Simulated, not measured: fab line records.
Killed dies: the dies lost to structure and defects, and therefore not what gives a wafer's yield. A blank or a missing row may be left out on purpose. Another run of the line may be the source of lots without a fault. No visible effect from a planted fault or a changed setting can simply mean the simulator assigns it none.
Matching of chambers | flow n5-finfet | N5_BEOL_M0_CMP_120 on cmp-04: 4 sister chambers
The step polishes, stops on SiOC, t overpolish 6.9 s. 4 wafers are shown with their chamber, then 8 later ones without.

## WAFERS PAIRED WITH THEIR CHAMBERS
wafer  | chamber | motor-current-A (A)
L086.1 | 0       | 6.8
L086.5 | 2       | 6.5
L087.5 | 3       | 5.6
L090.1 | 1       | 5.8

## WAFERS WITH NO CHAMBER GIVEN
wafer  | motor-current-A (A)
L090.3 | 5.7
L090.6 | 7.1
L092.2 | 6.1
L092.3 | 6.1
L092.6 | 7.0
L094.3 | 6.4
L094.5 | 5.9
L094.6 | 6.0

## CHAMBER TAKEN BY EACH
wafer  | from the rows above               | in truth
L090.3 | can't be placed: 1 or 3           | 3
L090.6 | can't be placed: 0 or 2           | 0
L092.2 | can't be placed: 1 or 2 or 3 or 0 | 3
L092.3 | can't be placed: 1 or 2 or 3 or 0 | 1
L092.6 | can't be placed: 0 or 2           | 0
L094.3 | can't be placed: 2 or 0           | 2
L094.5 | can't be placed: 1 or 3           | 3
L094.6 | can't be placed: 1 or 3 or 2      | 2
Placed correctly: 0 of 8. Can't be placed from these rows: 8 (the true chamber is among the candidates in 8). Wrongly placed: 0.
How it was worked out, from the rows above alone: a wafer's distance from a chamber is the root of the sum, over the readings, of the square of ((its reading less the chamber's mean) divided by the reading's scatter). The wafer belongs to the nearest chamber; if the next one is less than 2 further off, it can't be placed. For every chamber, the mean is computed from those of its wafers that are shown. The scatter (one wafer shown for each chamber): square how far every hidden wafer sits from the nearest shown wafer, average those squares and take the square root.
